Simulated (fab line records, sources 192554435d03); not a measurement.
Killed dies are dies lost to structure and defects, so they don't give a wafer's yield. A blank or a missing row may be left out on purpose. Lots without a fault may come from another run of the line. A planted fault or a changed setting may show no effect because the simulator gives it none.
Chamber matching | flow n5_finfet | N5_BEOL_M11_ILD_DEP_00 on pecvd-04: 3 sister chambers
The step deposits SiCOH lowk from DEMS/porogen, target thk 308.51 nm, time 58 s. 6 wafers are shown with their chamber, then 12 later ones without.

WAFERS WITH THEIR CHAMBER
wafer  | chamber | showerhead_plenum_p_Torr (Torr) | throttle_valve_pct (%)
L085.2 | 1       | 5.762                           | 13.6
L088.5 | 2       | 5.721                           | 14.2
L088.6 | 0       | 5.721                           | 14.3
L095.4 | 2       | 5.750                           | 14.2
L095.5 | 0       | 5.724                           | 14.1
L095.6 | 1       | 5.764                           | 13.3

WAFERS WITHOUT THEIR CHAMBER
wafer  | showerhead_plenum_p_Torr (Torr) | throttle_valve_pct (%)
L097.3 | 5.733                           | 14.2
L097.4 | 5.713                           | 14.1
L097.5 | 5.730                           | 14.4
L091.1 | 5.713                           | 14.3
L091.2 | 5.728                           | 14.2
L091.3 | 5.767                           | 13.3
L092.1 | 5.768                           | 12.8
L092.2 | 5.735                           | 14.2
L092.5 | 5.733                           | 14.3
L089.1 | 5.715                           | 14.3
L089.2 | 5.734                           | 14.3
L089.3 | 5.709                           | 14.0

WHICH CHAMBER EACH WENT THROUGH
wafer  | from the rows above     | in truth
L097.3 | can't be placed: 2 or 0 | 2
L097.4 | can't be placed: 0 or 2 | 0
L097.5 | can't be placed: 2 or 0 | 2
L091.1 | can't be placed: 0 or 2 | 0
L091.2 | can't be placed: 0 or 2 | 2
L091.3 | 1                       | 1
L092.1 | 1                       | 1
L092.2 | can't be placed: 2 or 0 | 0
L092.5 | can't be placed: 2 or 0 | 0
L089.1 | can't be placed: 0 or 2 | 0
L089.2 | can't be placed: 2 or 0 | 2
L089.3 | can't be placed: 0 or 2 | 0
Placed correctly: 2 of 12. Can't be placed from these rows: 10 (the true chamber is among the candidates in 10). Placed wrongly: 0.
How it was worked out, from the rows above alone: a wafer's distance from a chamber is the root of the sum, over the readings, of the square of ((its reading less the chamber's mean) divided by the reading's scatter). The wafer belongs to the nearest chamber; if the next one is less than 2 further off, it can't be placed. A chamber's mean is the mean of its shown wafers. The scatter: the root of (the sum of the squares of (reading less its chamber's mean) over the shown wafers, divided by (wafers less chambers)).
